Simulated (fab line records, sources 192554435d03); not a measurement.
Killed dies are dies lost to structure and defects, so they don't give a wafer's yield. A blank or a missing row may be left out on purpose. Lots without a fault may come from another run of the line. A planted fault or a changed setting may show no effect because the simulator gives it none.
Split-lot experiment | flow n5_finfet | 7 lots, 39 wafers read, on a route of 1938 steps

THE SPLIT
At N5_STI_FIN_REVEAL_ALD_00 (deposits SiO2, target thk 1 nm, pulse time 1 s), the setting target_thk_a was moved away from the recipe's 10 angstrom on 15 of the 39 wafers read, by -48.1% to +35.4%. The other wafers ran this setting at the recipe's value.

The reading is taken at the split's own step.

THE READING
SiO2_of_STI_FIN_REVEAL_ALD_00.thk_nm (the simulator's own value, which no gauge read), in nm, at N5_STI_FIN_REVEAL_ALD_00 (deposits SiO2, target thk 1 nm, pulse time 1 s). The file gives no usual value for it.

wafer  | tool, chamber at the split | target_thk_a as run, angstrom | against the recipe | SiO2_of_STI_FIN_REVEAL_ALD_00.thk_nm, nm | against lot-mates on the recipe
L075.1 | ald_sin-04, 1,0,3          | 5.187                         | -48.1%             | 0.6                                      | -0.4
L075.3 | ald_sin-04, 1,0,3          | 5.187                         | -48.1%             | 0.6                                      | -0.4
L075.6 | ald_sin-04, 1,0,3          | 5.187                         | -48.1%             | 0.6                                      | -0.4
L075.2 | ald_sin-04, 3,2,2          | 10                            | recipe             | 1                                        | -
L075.4 | ald_sin-04, 3,2,2          | 10                            | recipe             | 1                                        | -
L075.5 | ald_sin-04, 3,2,2          | 10                            | recipe             | 1                                        | -
L076.1 | ald_sin-04, 0,2,2          | 10                            | recipe             | 1                                        | -
L076.2 | ald_sin-04, 0,2,2          | 10                            | recipe             | 1                                        | -
L076.6 | ald_sin-04, 0,2,2          | 10                            | recipe             | 1                                        | -
L076.3 | ald_sin-04, 3,1,3          | 13.54                         | +35.4%             | 1.4                                      | +0.4
L076.4 | ald_sin-04, 3,1,3          | 13.54                         | +35.4%             | 1.4                                      | +0.4
L076.5 | ald_sin-04, 3,1,3          | 13.54                         | +35.4%             | 1.4                                      | +0.4
L082.1 | ald_sin-03, 2,1,2          | 7.59                          | -24.1%             | 0.8                                      | -0.2
L082.2 | ald_sin-03, 2,1,2          | 7.59                          | -24.1%             | 0.8                                      | -0.2
L082.5 | ald_sin-03, 2,1,2          | 7.59                          | -24.1%             | 0.8                                      | -0.2
L082.3 | ald_sin-03, 0,3,1          | 10                            | recipe             | 1                                        | -
L082.4 | ald_sin-03, 0,3,1          | 10                            | recipe             | 1                                        | -
L082.6 | ald_sin-03, 0,3,1          | 10                            | recipe             | 1                                        | -
L084.1 | ald_sin-03, 0,3,1          | 10                            | recipe             | 1                                        | -
L084.4 | ald_sin-03, 0,3,1          | 10                            | recipe             | 1                                        | -
L084.5 | ald_sin-03, 0,3,1          | 10                            | recipe             | 1                                        | -
L090.1 | ald_sin-03, 0,1,3          | 10                            | recipe             | 1                                        | -
L090.2 | ald_sin-03, 0,1,3          | 10                            | recipe             | 1                                        | -
L090.3 | ald_sin-03, 0,1,3          | 10                            | recipe             | 1                                        | -
L090.4 | ald_sin-03, 2,1,0          | 7.103                         | -29.0%             | 0.8                                      | -0.2
L090.5 | ald_sin-03, 2,1,0          | 7.103                         | -29.0%             | 0.8                                      | -0.2
L090.6 | ald_sin-03, 2,1,0          | 7.103                         | -29.0%             | 0.8                                      | -0.2
L095.1 | ald_sin-04, 1,2,3          | 8.455                         | -15.4%             | 0.8                                      | -0.2
L095.3 | ald_sin-04, 1,2,3          | 8.455                         | -15.4%             | 0.8                                      | -0.2
L095.5 | ald_sin-04, 1,2,3          | 8.455                         | -15.4%             | 0.8                                      | -0.2
L095.2 | ald_sin-04, 0,3,0          | 10                            | recipe             | 1                                        | -
L095.4 | ald_sin-04, 0,3,0          | 10                            | recipe             | 1                                        | -
L095.6 | ald_sin-04, 0,3,0          | 10                            | recipe             | 1                                        | -
L097.1 | ald_sin-02, 0,3,1,2,1,2    | 10                            | recipe             | 1                                        | -
L097.2 | ald_sin-02, 0,3,1,2,1,2    | 10                            | recipe             | 1                                        | -
L097.3 | ald_sin-02, 0,3,1,2,1,2    | 10                            | recipe             | 1                                        | -
L097.4 | ald_sin-02, 0,3,1,2,1,2    | 10                            | recipe             | 1                                        | -
L097.5 | ald_sin-02, 0,3,1,2,1,2    | 10                            | recipe             | 1                                        | -
L097.6 | ald_sin-02, 0,3,1,2,1,2    | 10                            | recipe             | 1                                        | -
Where a row lists several chambers, the file gives one row for several wafers and doesn't say which wafer went through which chamber.

THE FIT
A straight line over all 39 wafers: SiO2_of_STI_FIN_REVEAL_ALD_00.thk_nm changes by +0.00919 nm for each +1% of target_thk_a; r = +0.98; the points scatter about the line by 0.034 nm.
The same after taking each lot's own level away (the mean of its wafers on the recipe; 39 wafers): +0.00919 nm for each +1%; r = +0.98; scatter 0.034 nm.
On that fit, the largest move of target_thk_a shifts the reading by 0.44 nm.
The lots' own levels span 1.00 to 1.00 nm.
So the lot-to-lot level changes the slope little: the two slopes agree.
Check: with one of the wafers moved furthest among these (-48.1%) left out of the fit, the line predicts -0.436 nm for it against its lot-mates. It came out at -0.4 nm against them.

OTHER SPLITS ON THESE WAFERS
These wafers also went through other splits before the reading. Each is held against what the fit with the lots' levels taken away leaves over:
other split on the same wafers | wafers away from the commonest value | r with SiO2_of_STI_FIN_REVEAL_ALD_00.thk_nm (lot level and that fit taken away)
N5_FIN_SAQP_PECVD_47 time_s    | 9                                    | -0.02

THE FILE'S OWN FIT
SiO2_of_STI_FIN_REVEAL_ALD_00.thk_nm changes by +0.00901 nm for each +1% of target_thk_a, r = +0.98.
